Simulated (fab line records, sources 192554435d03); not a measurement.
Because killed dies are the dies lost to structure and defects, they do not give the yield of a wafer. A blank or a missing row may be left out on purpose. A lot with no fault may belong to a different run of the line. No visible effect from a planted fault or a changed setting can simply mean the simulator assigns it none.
Which of the tools did it? ; flow n5-finfet ; Sampling: 8 lots, 23 wafers, 8 of 1938 route steps

== WHAT EACH GAUGE READ, for each wafer ==
N5_SD_EPI_N_INSPECT_11: inspects for defects (macro). Usual: raw-defect-count at 2.0, with a standard deviation of 1.4.
lot;measured;on;raw-defect-count;flag
L992;day 3 14:13;defect-inspect-01;4 2 3;
L993;day 3 19:05;defect-inspect-02;3 3 4;
L101;day 5 22:04;defect-inspect-02;2 0;
L102;day 6 04:30;defect-inspect-02;4 3 1;
L103;day 6 12:45;defect-inspect-01;4 2 2;
L104;day 6 15:32;defect-inspect-02;2 1 2;
L106;day 7 10:55;defect-inspect-01;0 1 0;
L113;day 8 18:17;defect-inspect-01;4 4 2;

N5_SD_EPI_N_INSPECT_26: inspects for defects (darkfield). Usual: raw-defect-count at 209, with a standard deviation of 43.
lot;measured;on;raw-defect-count;flag
L992;day 3 18:12;defect-inspect-02;199 202 233;
L993;day 3 23:17;defect-inspect-01;134 129 132;
L101;day 6 02:05;defect-inspect-02;330 274;
L102;day 6 09:20;defect-inspect-02;229 234 173;
L103;day 6 17:38;defect-inspect-02;802 695 747;OFF
L104;day 6 19:41;defect-inspect-01;270 250 300;
L106;day 7 14:53;defect-inspect-01;722 744 783;OFF
L113;day 8 23:36;defect-inspect-01;280 219 255;

N5_SD_EPI_P_INSPECT_11: inspects for defects (macro). Usual: raw-defect-count at 2.2, with a standard deviation of 1.4.
lot;measured;on;raw-defect-count;flag
L992;day 3 18:40;defect-inspect-02;2 1 4;
L993;day 3 23:44;defect-inspect-02;3 1 5;
L101;day 6 02:32;defect-inspect-01;2 4;
L102;day 6 09:47;defect-inspect-01;3 3 1;
L103;day 6 18:05;defect-inspect-02;>300 >300 >300;OFF
L104;day 6 20:01;defect-inspect-02;2 3 0;
L106;day 7 15:13;defect-inspect-01;>300 >300 >300;OFF
L113;day 9 00:03;defect-inspect-01;3 2 2;

N5_SD_EPI_P_INSPECT_26: inspects for defects (darkfield). Usual: raw-defect-count at 183, with a standard deviation of 37.
lot;measured;on;raw-defect-count;flag
L992;day 3 22:25;defect-inspect-01;146 167 207;
L993;day 4 03:30;defect-inspect-01;201 181 181;
L101;day 6 07:18;defect-inspect-02;270 245;
L102;day 6 14:19;defect-inspect-01;176 210 238;
L103;day 6 22:58;defect-inspect-01;786 684 708;OFF
L104;day 6 23:49;defect-inspect-02;183 181 217;
L106;day 7 19:00;defect-inspect-02;678 733 782;OFF
L113;day 9 04:49;defect-inspect-02;181 188 209;

N5_BEOL_M4_RC_MEAS_101. Usual: DIBL_N 36.1 mV/V, standard deviation 2; DIBL_P 36.3 mV/V, standard deviation 2.4; IOFF_N 0.15 nA/um, standard deviation 0.035; IOFF_P 0.21 nA/um, standard deviation 0.039; ION_N 672 uA/um, standard deviation 15; ION_P 463 uA/um, standard deviation 9.7; SS_N 71.5 mV/dec, standard deviation 0.7; SS_P 73.2 mV/dec, standard deviation 0.75; VT_N 251 mV, standard deviation 3.6; VT_P -250 mV, standard deviation 3.8.
lot;measured;on;DIBL_N (mV/V);DIBL_P (mV/V);IOFF_N (nA/um);IOFF_P (nA/um);ION_N (uA/um);ION_P (uA/um);SS_N (mV/dec);SS_P (mV/dec);VT_N (mV);VT_P (mV);flag
L992;day 8 08:31;prober-01;32.3 37.0 35.8;33.3 38.7 37.5;0.11 0.19 0.16;0.18 0.27 0.25;672 694 688;481 481 484;71.6 71.2 71.5;72.3 73.3 73.6;254 247 249;-248 -245 -247;
L993;day 9 00:01;prober-02;35.3 31.4 32.5;37.2 32.2 32.9;0.12 0.08 0.08;0.16 0.11 0.11;675 637 631;453 439 434;71.4 69.7 70.5;73.3 71.6 72.3;253 260 261;-258 -262 -262;
L101;day 10 23:50;prober-02;37.0 38.6;37.7 39.9;0.18 0.22;0.24 0.30;682 697;470 473;72.2 72.5;73.9 74.0;246 246;-246 -245;
L102;day 11 06:01;prober-01;36.2 38.2 35.7;35.9 37.9 34.8;0.16 0.21 0.16;0.22 0.26 0.21;670 703 683;471 478 461;71.7 71.6 71.2;73.3 73.4 72.6;251 245 249;-246 -245 -251;
L103;day 11 12:25;prober-01;36.8 37.1 34.5;38.0 37.9 34.3;0.18 0.18 0.13;0.25 0.26 0.20;691 684 663;474 473 459;71.4 71.4 70.8;74.8 73.8 73.7;247 249 249;-247 -247 -251;
L104;day 11 12:26;prober-02;37.0 34.1 35.9;37.2 33.6 35.8;0.17 0.12 0.15;0.24 0.17 0.21;696 655 687;474 457 474;71.3 70.9 70.9;72.7 72.2 73.0;247 253 252;-248 -253 -252;
L106;day 12 12:00;prober-02;33.3 38.0 34.9;33.1 38.7 33.5;0.13 0.20 0.13;0.18 0.27 0.17;667 680 664;452 462 451;70.4 72.8 72.6;72.3 73.7 73.3;250 247 253;-254 -248 -250;
L113;day 13 18:54;prober-02;37.6 35.1 38.3;36.7 33.4 38.3;0.17 0.13 0.19;0.24 0.19 0.27;673 661 701;467 461 481;71.1 70.7 71.2;74.5 72.1 73.5;249 252 247;-247 -249 -243;

== WHAT TOOL EACH LOT RAN ON (gives the tool, then ch and the chambers of the sampled wafers, and finally the start) ==
lot;N5_SPACER0_ALD_07;N5_SD_EPI_N_ETCH_35;N5_SD_EPI_N_ETCH_45
L992;ald-sin-04 ch 1,2,3, day 3 13:20;rie-diel-05 ch 0,2,3, day 3 14:21;rie-diel-05 ch 0,2,3, day 3 14:46
L993;ald-sin-03 ch 0,2,3, day 3 18:11;rie-diel-04 ch 0,1,2, day 3 19:25;rie-diel-04 ch 0,1,2, day 3 19:50
L101;ald-sin-03 ch 2, day 5 21:02;rie-diel-05 ch 0,3, day 5 22:14;rie-diel-05 ch 0,3, day 5 22:40
L102;ald-sin-01 ch 0,2,3, day 6 03:36;rie-diel-05 ch 0,3, day 6 05:17;rie-diel-05 ch 0,3, day 6 05:43
L103;ald-sin-03 ch 1,2,3, day 6 11:44;rie-diel-05 ch 0,1,2, day 6 12:59;rie-diel-05 ch 0,1,2, day 6 13:25
L104;ald-sin-01 ch 1,2,3, day 6 14:38;rie-diel-04 ch 0,1, day 6 15:40;rie-diel-04 ch 0,1, day 6 16:05
L106;ald-sin-03 ch 2,3, day 7 09:53;rie-diel-05 ch 0,2,3, day 7 11:02;rie-diel-05 ch 0,2,3, day 7 11:28
L113;ald-sin-03 ch 0,2,3, day 8 17:15;rie-diel-04 ch 0,1, day 8 18:59;rie-diel-04 ch 0,1, day 8 19:25
- N5_SPACER0_ALD_07: deposits SiNx, target thk 2 nm.
- N5_SD_EPI_N_ETCH_35: etches SOC in N2/H2, overetch 108 nm, time 486 s.
- N5_SD_EPI_N_ETCH_45: etches SiOCN in CH3F/O2, target depth 6 nm.

== AS READ BY THE TOOLS THEMSELVES (means over the sampled wafers that have a number; for cases with no such wafer, the mark the record gives instead) ==
N5_SPACER0_ALD_07. Usual: heater-power-w at 882 W, with a standard deviation of 95.
lot;tool;heater-power-w (W);flag
L992;ald-sin-04;903;
L993;ald-sin-03;850;
L101;ald-sin-03;860;
L102;ald-sin-01;912;
L103;ald-sin-03;829;
L104;ald-sin-01;810;
L106;ald-sin-03;849;
L113;ald-sin-03;853;

N5_SD_EPI_N_ETCH_35. Usual: drypump-motor-current-A 5.6 A (standard deviation 0.36); oes-product-au 0.68 a.u. (standard deviation 0.077); rf-fwd-power-W 2996 W (standard deviation 8.6); rf-vpp-V 240.7 V (standard deviation 1.5); showerhead-plenum-p-Torr 2.53 Torr (standard deviation 0.089); temp-c 39.99 C (standard deviation 0.11); throttle-valve-pct 23.77 % (standard deviation 0.29).
lot;tool;drypump-motor-current-A (A);oes-product-au (a.u.);rf-fwd-power-W (W);rf-vpp-V (V);showerhead-plenum-p-Torr (Torr);temp-c (C);throttle-valve-pct (%);flag
L992;rie-diel-05;5.2;0.68;2998;240.0;2.48;40.05;23.92;
L993;rie-diel-04;5.8;0.64;2993;240.8;2.54;39.89;23.74;
L101;rie-diel-05;5.0;0.64;2996;241.6;2.52;40.10;23.69;
L102;rie-diel-05;5.0;0.64;2993;240.5;2.55;39.98;23.60;
L103;rie-diel-05;5.4;0.69;2989;239.6;2.42;40.06;24.04;
L104;rie-diel-04;5.9;0.62;2996;239.6;2.54;40.01;23.72;
L106;rie-diel-05;5.2;0.66;2998;239.4;2.47;39.99;23.97;
L113;rie-diel-04;5.9;0.75;3001;241.3;2.53;39.88;23.59;

N5_SD_EPI_N_ETCH_45. Usual: drypump-motor-current-A 5.6 A, standard deviation 0.37; oes-product-au 0.76 a.u., standard deviation 0.091; rf-fwd-power-W 408.6 W, standard deviation 1.4; rf-vpp-V 127.4 V, standard deviation 1.1; showerhead-plenum-p-Torr 2.00 Torr, standard deviation 0.079; throttle-valve-pct 23.41 %, standard deviation 0.22.
lot;tool;drypump-motor-current-A (A);oes-product-au (a.u.);rf-fwd-power-W (W);rf-vpp-V (V);showerhead-plenum-p-Torr (Torr);throttle-valve-pct (%);flag
L992;rie-diel-05;5.2;0.76;407.9;127.6;1.93;23.42;
L993;rie-diel-04;5.8;0.70;407.9;127.4;2.02;23.51;
L101;rie-diel-05;5.0;0.73;409.7;126.8;1.97;23.25;
L102;rie-diel-05;5.0;0.72;409.5;127.7;1.99;23.22;
L103;rie-diel-05;5.4;0.78;407.7;126.4;1.89;23.42;
L104;rie-diel-04;5.9;0.68;408.4;127.8;2.01;23.47;
L106;rie-diel-05;5.2;0.75;408.2;127.3;1.92;23.46;
L113;rie-diel-04;5.9;0.83;406.0;127.6;2.00;23.33;

== THE ANSWER, worked out from the rows above alone ==
Rule: a lot counts as off when the mean over its wafers that have a number is more than 3 standard deviations away from the usual mean. A lot without any number at a reading at which 4 lots or more have one is off too. Any other lot the step has rows for is counted as sound. Order of review: gauges by route order, followed by the tools' own readings, for which a lot's mean as printed above is used. The first step at which some lot is off is used, and at that step the reading that is off furthest; a lot without a number counts as furthest.
Off: L103, L106, at N5_SD_EPI_N_INSPECT_26 (raw-defect-count).
If a tool, at a process step before that reading, ran all the lots that are off and no sound lot after the first of them, it fits. The gauges at N5_SD_EPI_N_INSPECT_26 are tried like those tools. One fits: rie-diel-05 at N5_SD_EPI_N_ETCH_35 and N5_SD_EPI_N_ETCH_45. At N5_SD_EPI_N_ETCH_35 its last sound lot is L102 (day 6 05:17), its first lot that is off L103 (day 6 12:59): a fault that began between those two fits.

== WHAT THE SIMULATOR PUT IN ==
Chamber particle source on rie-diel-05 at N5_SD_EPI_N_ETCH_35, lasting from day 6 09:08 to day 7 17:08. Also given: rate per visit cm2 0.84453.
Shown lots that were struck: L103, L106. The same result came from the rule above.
